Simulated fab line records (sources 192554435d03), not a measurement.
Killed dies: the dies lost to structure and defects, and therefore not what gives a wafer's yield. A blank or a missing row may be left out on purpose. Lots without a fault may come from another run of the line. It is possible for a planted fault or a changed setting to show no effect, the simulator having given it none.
A struck lot beside a sound one | flow n5-finfet | 14 out of 1938 route steps
Sound: wafers L951.3, L951.4, L951.6. Wafers struck: L943.3, L943.5, L943.6. The cause comes at the end.
Per side, at each step with rows, come the tool, then ch with its chambers, and then its first start. Under that, the readings that differ: sound wafers | struck wafers | difference of the means | sigmas: that difference in standard deviations of wafers without a fault.
alike: same words and numbers on both sides, and readings whose means sit less than 2 such deviations apart. not compared: any withheld reading, any reading some wafer has no value for, any bound like >300 that may hide the same value, and any number with overlapping values for which the record gives no deviation.
Wherever a step has rows on one side only, a row that says differs or no value, or a row with sigmas, the two part there. Numbers that have no deviation but don't overlap get no sigmas and don't part them. Lack of a reading on every wafer of one side parts them only where that side has two or more wafers.

N5_BEOL_M8_OVL_MEAS_12:
  sound on overlay-01 ch 0, day 12 08:41; struck on overlay-02 ch 0, day 10 02:16
  alike: M8_OVL
N5_BEOL_M8_INSPECT_13: inspects for defects (brightfield).
  sound on defect-inspect-01 at day 12 08:43; struck on defect-inspect-02 at day 10 02:17
  alike: raw-defect-count
N5_BEOL_M8_DESCUM_16: chemistry O2, time 7.9 s.
  sound on rie-diel-06 ch 0,2,3, day 12 08:45; struck on rie-diel-02 ch 1,2, day 10 02:19
  alike: drypump-motor-current-A, oes-product-au, rf-vpp-V, showerhead-plenum-p-Torr, throttle-valve-pct
  not compared: rf-hours-counter-h
N5_BEOL_M8_ETCH_61: etches SiARC in CF4, target depth 45.5 nm, time 75.8 s.
  sound on rie-diel-06 ch 0,2,3, day 12 08:47; struck on rie-diel-02 ch 1,2, day 10 02:22
  alike: drypump-motor-current-A, etch-rf-on-time-s, mfc-ar-sccm, oes-product-au, rf-vpp-V, showerhead-plenum-p-Torr, throttle-valve-pct
  not compared: rf-hours-counter-h
N5_BEOL_M8_ETCH_62: etches SOC in N2/H2, target depth 110 nm, overetch 22 nm, time 165 s.
  sound on rie-diel-06 ch 0,2,3, day 12 08:50; struck on rie-diel-02 ch 1,2, day 10 02:25
  alike: drypump-motor-current-A, oes-product-au, rf-vpp-V, showerhead-plenum-p-Torr, throttle-valve-pct
  not compared: rf-hours-counter-h
then, 1 step without rows for these wafers: N5_BEOL_M8_STRIP_68 (strips in N2/H2).
N5_BEOL_M8_STRIP_67: strips in CF4.
  sound on rie-diel-06 ch 0,2,3, day 12 08:59; struck on rie-diel-02 ch 1,2, day 10 02:34
  alike: drypump-motor-current-A, oes-product-au, rf-vpp-V, showerhead-plenum-p-Torr, throttle-valve-pct
  not compared: rf-hours-counter-h
then, 1 step without rows for these wafers: N5_BEOL_M8_HM_OPEN_17 (chemistry Cl2/BCl3, target TiN, target depth 20 nm, overetch 6 nm).
N5_BEOL_M8_STRIP_19: strips in O2.
  sound on rie-diel-02 ch 0,2, day 12 09:08; struck on rie-diel-01 ch 0,3, day 10 02:43
  alike: drypump-motor-current-A, oes-product-au, rf-vpp-V, showerhead-plenum-p-Torr, throttle-valve-pct
  not compared: rf-hours-counter-h
N5_BEOL_M8_CD_MEAS_18: pitch 80 nm, target cd 40 nm.
  sound on cd-sem-01 at day 12 09:13; struck on cd-sem-01 at day 10 02:47
  alike: cd-nm
then, 2 steps without rows for these wafers: N5_BEOL_M8_COAT_63 (time 60 s, resist thk 60 nm); N5_BEOL_M8_COAT_64 (time 60 s, resist thk 12 nm).
N5_BEOL_M8_COAT_71: time 60 s, resist thk 5 nm.
  sound on litho-track-05 ch 0, day 12 09:50; struck on litho-track-03 ch 0, day 10 03:46
  reading                  | sound                | struck               | difference | sigmas
  heater-power-total-W (W) | 393.4 390.9 392.2    | 425.5 426.8 426.9    | +34.2      | +26
  plate-temp-C (C)         | 205.00 204.96 205.15 | 218.83 218.68 218.52 | +13.64     | +91
  alike: chill-plate-temp-C
then, 1 step without rows for these wafers: N5_BEOL_M8_COAT_22 (resist thk 30 nm).

## WHERE THEY PART
Only at N5_BEOL_M8_COAT_71, within this record.

WHY: what had been put in by the simulator
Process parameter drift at N5_BEOL_M8_COAT_71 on litho-track-03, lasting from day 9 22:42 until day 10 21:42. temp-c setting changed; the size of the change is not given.
